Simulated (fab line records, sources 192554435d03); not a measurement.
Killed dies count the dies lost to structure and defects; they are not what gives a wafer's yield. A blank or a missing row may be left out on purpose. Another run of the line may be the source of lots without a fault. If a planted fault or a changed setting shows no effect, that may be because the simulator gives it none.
Split-lot study + flow n5-finfet + on a route of 1938 steps: 7 lots, 39 wafers read

SPLIT DETAILS
At N5_FIN_SAQP_SPACER1_ALD_24 (deposits SiO2, target thk 20.3 nm, pulse time 1 s, purge time 2 s), the setting ald-cycles was moved away from the recipe's 218 on 6 of the 39 wafers read, by -13.8% to +6.4%. For the rest of the wafers, this setting stayed at what the recipe calls for.

FROM THE SPLIT TO THE READING: what the file shows between them, 2 steps
- N5_FIN_SAQP_SPACER1_ETCHBACK_25: etches SiO2 in CHF3/O2, target depth 24.4 nm, time 12.2 s
- N5_FIN_SAQP_MANDREL1_REMOVE_56: chemistry HBr/Cl2/O2, target a-Si, stops on SiNx, bt time 10 s

THE READING
Shown in nm: cd-nm at N5_FIN_SAQP_CD_MEAS_27, with target cd 20 nm. Typical for fault-free wafers on this fab line: 20.27 nm, with standard deviation 0.25 nm.

| wafer  | tool, chamber at the split | ald-cycles as run | against the recipe | cd-nm, nm | against lot-mates on the recipe |
|--------|----------------------------|-------------------|--------------------|-----------|---------------------------------|
| L078.1 | ald-sin-04, 3              | 218               | recipe             | 20.53     | -                               |
| L078.2 | ald-sin-04, 1,2,0,3,2      | 218               | recipe             | 19.78     | -                               |
| L078.3 | ald-sin-04, 1,2,0,3,2      | 218               | recipe             | 20.02     | -                               |
| L078.4 | ald-sin-04, 1,2,0,3,2      | 218               | recipe             | 20.19     | -                               |
| L078.5 | ald-sin-04, 1,2,0,3,2      | 218               | recipe             | 20.17     | -                               |
| L078.6 | ald-sin-04, 1,2,0,3,2      | 218               | recipe             | 19.81     | -                               |
| L079.1 | ald-sin-04, 0              | 218               | recipe             | 20.75     | -                               |
| L079.2 | ald-sin-04, 1              | 218               | recipe             | 19.76     | -                               |
| L079.3 | ald-sin-04, 2,3,2          | 218               | recipe             | 20.13     | -                               |
| L079.4 | ald-sin-04, 2,3,2          | 218               | recipe             | 20.29     | -                               |
| L079.5 | ald-sin-04, 2,3,2          | 218               | recipe             | 20.32     | -                               |
| L079.6 | ald-sin-04, 1              | 218               | recipe             | 20.08     | -                               |
| L081.1 | ald-sin-04, 2,0,1          | 218               | recipe             | 20.00     | -                               |
| L081.2 | ald-sin-04, 2,0,1          | 218               | recipe             | 20.27     | -                               |
| L081.3 | ald-sin-04, 2,0,1          | 218               | recipe             | 20.19     | -                               |
| L081.4 | ald-sin-04, 3,3,0          | 218               | recipe             | 20.43     | -                               |
| L081.5 | ald-sin-04, 3,3,0          | 218               | recipe             | 20.53     | -                               |
| L081.6 | ald-sin-04, 3,3,0          | 218               | recipe             | 20.39     | -                               |
| L084.1 | ald-sin-01, 3,0,2          | 188               | -13.8%             | 17.24     | -3.13                           |
| L084.2 | ald-sin-01, 1,2,1          | 218               | recipe             | 20.33     | -                               |
| L084.3 | ald-sin-01, 3,0,2          | 188               | -13.8%             | 17.72     | -2.65                           |
| L084.4 | ald-sin-01, 1,2,1          | 218               | recipe             | 20.52     | -                               |
| L084.5 | ald-sin-01, 3,0,2          | 188               | -13.8%             | 17.14     | -3.23                           |
| L084.6 | ald-sin-01, 1,2,1          | 218               | recipe             | 20.27     | -                               |
| L090.4 | ald-sin-04, 2              | 218               | recipe             | 20.21     | -                               |
| L090.5 | ald-sin-04, 1              | 218               | recipe             | 20.14     | -                               |
| L090.6 | ald-sin-04, 3              | 218               | recipe             | 20.37     | -                               |
| L095.1 | ald-sin-01, 0,3,2          | 218               | recipe             | 20.30     | -                               |
| L095.2 | ald-sin-01, 0,3,2          | 218               | recipe             | 20.57     | -                               |
| L095.3 | ald-sin-01, 1,2,1          | 218               | recipe             | 20.30     | -                               |
| L095.4 | ald-sin-01, 1,2,1          | 218               | recipe             | 20.07     | -                               |
| L095.5 | ald-sin-01, 0,3,2          | 218               | recipe             | 20.49     | -                               |
| L095.6 | ald-sin-01, 1,2,1          | 218               | recipe             | 20.27     | -                               |
| L097.1 | ald-sin-01, 2              | 218               | recipe             | 20.14     | -                               |
| L097.2 | ald-sin-01, 3,0            | 218               | recipe             | 20.25     | -                               |
| L097.3 | ald-sin-01, 1,1,2          | 232               | +6.4%              | 21.89     | +1.68                           |
| L097.4 | ald-sin-01, 3,0            | 218               | recipe             | 20.24     | -                               |
| L097.5 | ald-sin-01, 1,1,2          | 232               | +6.4%              | 21.61     | +1.40                           |
| L097.6 | ald-sin-01, 1,1,2          | 232               | +6.4%              | 21.67     | +1.46                           |
When a row names more than one chamber, that row covers several wafers, and the file does not tell which wafer ran in which chamber.

THE FIT
A straight line over all 39 wafers: cd-nm changes by +0.213 nm for each +1% of ald-cycles; r = +0.97; the points scatter about the line by 0.23 nm.
The same after taking each lot's own level away (the mean of its wafers on the recipe; 39 wafers): +0.222 nm for each +1%; r = +0.98; scatter 0.21 nm.
Per that fit: largest ald-cycles move, reading shift of 3.1 nm.
The lots' own levels span 20.083 to 20.373 nm, that is 1.2 times the standard deviation above.
Hence the lot-to-lot level has little effect on the slope; both slopes agree.
Check: with one of the wafers moved furthest among these (-13.8%) left out of the fit, the line predicts -3.01 nm for it against its lot-mates. It came out at -3.13 nm against them.

THE WHOLE CHAIN: every reading that the file lists as answering this split, in the file's order
| step                           | what it does                                                      | reading                                                                                 | change (the file's fit)               | r (the file's) |
|--------------------------------|-------------------------------------------------------------------|-----------------------------------------------------------------------------------------|---------------------------------------|----------------|
| N5_FIN_SAQP_SPACER1_ALD_24     | deposits SiO2, target thk 20.3 nm, pulse time 1 s, purge time 2 s | SiO2_of_FIN_SAQP_SPACER1_ALD_24.thk-nm (the simulator's own value, which no gauge read) | +0.202 nm for each +1% of the setting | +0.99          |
| N5_FIN_SAQP_MANDREL1_REMOVE_56 | chemistry HBr/Cl2/O2, target a-Si, stops on SiNx, bt time 10 s    | FIN_SAQP.cd-nm (the simulator's own value, which no gauge read)                         | +0.192 nm for each +1% of the setting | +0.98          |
| N5_FIN_SAQP_CD_MEAS_27         | target cd 20 nm                                                   | cd-nm                                                                                   | +0.222 nm for each +1% of the setting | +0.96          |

FILE'S OWN FIT
cd-nm changes by +0.222 nm for each +1% of ald-cycles, r = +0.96.
